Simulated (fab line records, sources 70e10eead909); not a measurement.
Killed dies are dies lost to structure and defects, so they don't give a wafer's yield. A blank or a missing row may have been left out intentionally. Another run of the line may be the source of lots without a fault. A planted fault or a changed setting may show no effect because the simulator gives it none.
2 desks looking at one fault | flow nandHarc | only its own numbers are on each desk; what lay behind them is given at the end

== AT THE TOOL OWNER'S DESK: furnace-06 ==
Per lot that ran on this tool, the mean of the sampled wafers carrying a number, from the tool's own readings at NHARC_THIN_TSV_ANNEAL_58 (time 1800 s). The brackets show how far a lot's mean lies from the usual mean; more than 4 standard deviations puts the lot out of limits, marked OUT.
Columns: A = spikeTcBottomC at NHARC_THIN_TSV_ANNEAL_58, usual 424.1 C; B = spikeTcCentreC at NHARC_THIN_TSV_ANNEAL_58, usual 402.2 C; C = spikeTcLowerC at NHARC_THIN_TSV_ANNEAL_58, usual 399.9 C; D = spikeTcTopC at NHARC_THIN_TSV_ANNEAL_58, usual 427.8 C; E = spikeTcUpperC at NHARC_THIN_TSV_ANNEAL_58, usual 399.9 C; F = tubeCenterTempC at NHARC_THIN_TSV_ANNEAL_58, usual 400 C; G = zonePowerCentrePct at NHARC_THIN_TSV_ANNEAL_58, usual 4.81 %
lot  | first seen here | A               | B               | C               | D               | E               | F   | G
L524 | day 21 05:45    | 423.5           | 403.4           | 399.0           | 425.8           | 400.9           | 400 | 4.73
L525 | day 21 05:45    | 424.1           | 403.3           | 400.2           | 426.3           | 399.8           | 400 | 4.77
L526 | day 21 19:53    | 423.8           | 403.2           | 400.1           | 426.9           | 401.1           | 400 | 4.76
L527 | day 21 19:53    | 423.7           | 402.3           | 400.3           | 428.1           | 399.7           | 400 | 4.74
L530 | day 22 00:11    | 447.1 (+10) OUT | 424.3 (+18) OUT | 422.5 (+17) OUT | 448.4 (+13) OUT | 423.3 (+25) OUT | 400 | 5.12
L533 | day 23 08:11    | 446.5 (+10) OUT | 425.6 (+20) OUT | 423.5 (+18) OUT | 448.1 (+13) OUT | 422.9 (+24) OUT | 400 | 5.12
Finding of this desk: L530, L533 out of limits; the first was L530 at day 22 00:11, on spikeTcBottomC at NHARC_THIN_TSV_ANNEAL_58. Within limits: L524, L525, L526, L527.

== FROM THE METROLOGY DESK ==
Lot by lot, what the gauges showed, no matter which tool ran the lot: averages of those sampled wafers that carry a number. The brackets show how far a lot's mean lies from the usual mean; more than 4 standard deviations puts the lot out of limits, marked OUT.
Columns: A = cdNm at NHARC_THIN_TSV_CD_MEAS_16, usual 1000.3 nm
lot  | first seen here | A
L519 | day 19 05:50    | 1000.3
L520 | day 20 01:29    | 999.6
L524 | day 20 20:26    | 1002.9
L525 | day 20 21:31    | 1000.5
L527 | day 21 10:32    | 1002.0
L526 | day 21 11:44    | 1000.2
L530 | day 21 14:56    | 1002.1
L529 | day 22 00:15    | 999.5
L533 | day 22 22:47    | 999.0
L535 | day 23 07:20    | 997.2
L539 | day 23 16:40    | 1000.4
L537 | day 23 23:55    | 1000.6
L536 | day 24 01:01    | 1000.6
This desk found nothing out of limits on any of the 13 lots.

== BROUGHT TOGETHER ==
At day 22 00:11, on L530, L533, the tool owner's desk was in a position to raise an alarm.
The metrology desk saw nothing out of limits.
The metrology desk has L530, L533 on record, within its limits.
NHARC_THIN_TSV_ANNEAL_58 was run on furnace-06 by each of the lots named.

== WHAT THE SIMULATOR PUT IN ==
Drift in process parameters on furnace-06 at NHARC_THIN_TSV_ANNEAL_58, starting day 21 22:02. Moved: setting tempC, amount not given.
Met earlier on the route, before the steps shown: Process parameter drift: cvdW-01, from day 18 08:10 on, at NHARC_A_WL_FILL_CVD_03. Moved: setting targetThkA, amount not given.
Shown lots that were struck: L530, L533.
Hours from the fault's start to each desk's first reading out of limits: the tool owner's desk, 2.
